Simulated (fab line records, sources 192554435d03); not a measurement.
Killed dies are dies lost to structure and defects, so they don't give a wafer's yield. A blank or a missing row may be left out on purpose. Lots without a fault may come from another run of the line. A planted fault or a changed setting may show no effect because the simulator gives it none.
A struck lot beside a sound one | flow n5_finfet | 37 steps out of a route of 1938
Sound: wafers L760.3, L760.5, L760.6. Struck: wafers L779.2, L779.4, L779.6. The cause comes at the end.
At each step with rows: each side's tool, then ch and its chambers, then its first start. Under that, the readings that differ: sound wafers | struck wafers | difference of the means | sigmas: that difference in standard deviations of wafers without a fault.
alike: readings whose means differ by less than 2 such deviations, and words and numbers that are the same on both sides. not compared: withheld readings, readings that some wafer has no value for, bounds like >300 that may hide the same value, and numbers for which the record gives no deviation and whose values overlap.
The two part at a step that has a row with sigmas, a row that says differs or no value, or rows on one side only. Numbers that don't overlap but have no deviation are shown without sigmas and don't part them. A reading that every wafer of one side lacks parts them only if that side has two wafers or more.

first, 9 steps without rows for these wafers: N5_BEOL_M9_SURFACE_TREAT_79; N5_BEOL_M9_CVD_78 (deposits Co from CCTBA/H2, target thk 2 nm, time 138.9 s); N5_BEOL_M9_SPUTTER_48 (material Cu, target thk 12 nm, time 2 s); N5_BEOL_M9_ECD_50 (material Cu, target thk 318 nm); N5_BEOL_M9_ANNEAL_51 (time 90 s); N5_BEOL_M9_CMP_52 (polishes, stops on SiCOH lowk, t overpolish 7 s, target thk 140 nm); N5_BEOL_M9_PRE_CLEAN_55 (time 15 s); N5_BEOL_M9_DEP_56 (deposits SiCN from 3MS/NH3, target thk 15 nm, time 26.5 s); N5_BEOL_M10_ILD_DEP_00 (deposits SiCOH lowk from DEMS/porogen, target thk 308.51 nm, time 58 s).
N5_BEOL_M10_CURE_71: cures SiCOH lowk, time 240 s.
  sound on uv_cure-03 ch 2, day 10 11:40; struck on uv_cure-01 ch 0, day 15 14:44
  no value came back on the struck wafers for lamp_power_pct (%), run_length_s (s), time_s (s), wafer_temp_C_max; on the sound wafers lamp_power_pct (%) reads 52.21 52.31 52.42
  reading                                             | sound             | struck            | difference | sigmas
  model.SiCOH_lowk_of_BEOL_M10_ILD_DEP_00.thk_nm (nm) | 256.2 261.2 263.2 | 302.4 302.4 312.2 | +45.5      |
N5_BEOL_M10_THK_MEAS_01:
  sound on film_metro-01, day 10 12:01; struck on film_metro-01, day 15 15:11
  reading          | sound       | struck      | difference | sigmas
  M10_ILD_THK (nm) | 256 261 263 | 302 302 312 | +45        | +12
then, 24 steps without rows for these wafers: N5_BEOL_M10_PECVD_70 (deposits SiO2 from TEOS/O2, target thk 20 nm, time 22.7 s); N5_BEOL_M10_HM_DEP_02 (deposits TiN, target thk 20 nm); N5_BEOL_M10_COAT_59 (time 60 s, resist thk 100 nm); N5_BEOL_M10_COAT_60 (time 60 s, resist thk 30 nm); N5_BEOL_M10_COAT_05 (resist thk 90 nm); N5_BEOL_M10_EBR_07; N5_BEOL_M10_SOFTBAKE_06 (time 60 s); N5_BEOL_M10_EXPOSE_08 (exposes mask M10); N5_BEOL_M10_PEB_09 (peb time 60 s); N5_BEOL_M10_DEVELOP_10 (develop time 30 s); N5_BEOL_M10_DESCUM_16 (chemistry O2, time 7.9 s); N5_BEOL_M10_ETCH_61 (etches SiARC in CF4, target depth 39 nm, time 65 s); N5_BEOL_M10_ETCH_62 (etches SOC in N2/H2, target depth 110 nm, overetch 22 nm, time 165 s); N5_BEOL_M10_STRIP_68 (strips in N2/H2); N5_BEOL_M10_STRIP_67 (strips in CF4); N5_BEOL_M10_HM_OPEN_17 (chemistry Cl2/BCl3, target TiN, target depth 20 nm, overetch 6 nm); N5_BEOL_M10_STRIP_19 (strips in O2); N5_BEOL_M10_COAT_63 (time 60 s, resist thk 100 nm); N5_BEOL_M10_COAT_64 (time 60 s, resist thk 30 nm); N5_BEOL_M10_COAT_22 (resist thk 90 nm); N5_BEOL_M10_EBR_24; N5_BEOL_M10_SOFTBAKE_23 (time 60 s); N5_BEOL_M10_EXPOSE_25 (exposes mask V9); N5_BEOL_M10_PEB_26 (peb time 60 s).
N5_BEOL_M10_CMP_52: polishes, stops on SiCOH lowk, t overpolish 7 s, target thk 140 nm.
  sound on cmp-04 ch 0,1,3, day 10 19:16; struck on cmp-04 ch 1,2, day 15 22:14
  reading                                             | sound             | struck            | difference | sigmas
  model.SiCOH_lowk_of_BEOL_M10_ILD_DEP_00.thk_nm (nm) | 253.2 258.2 260.2 | 299.4 299.4 309.2 | +45.5      |
  alike: edge_zone_pressure_frac, motor_current_A, retaining_ring_pressure_frac
N5_PASSIVATION_PROBE_49:
  the record has rows for the sound wafers here (prober-02, day 13 02:01) and none for the struck ones

WHERE THEY PART
First at N5_BEOL_M10_CURE_71; last, within this record, at N5_PASSIVATION_PROBE_49.

WHY: what the simulator had put in
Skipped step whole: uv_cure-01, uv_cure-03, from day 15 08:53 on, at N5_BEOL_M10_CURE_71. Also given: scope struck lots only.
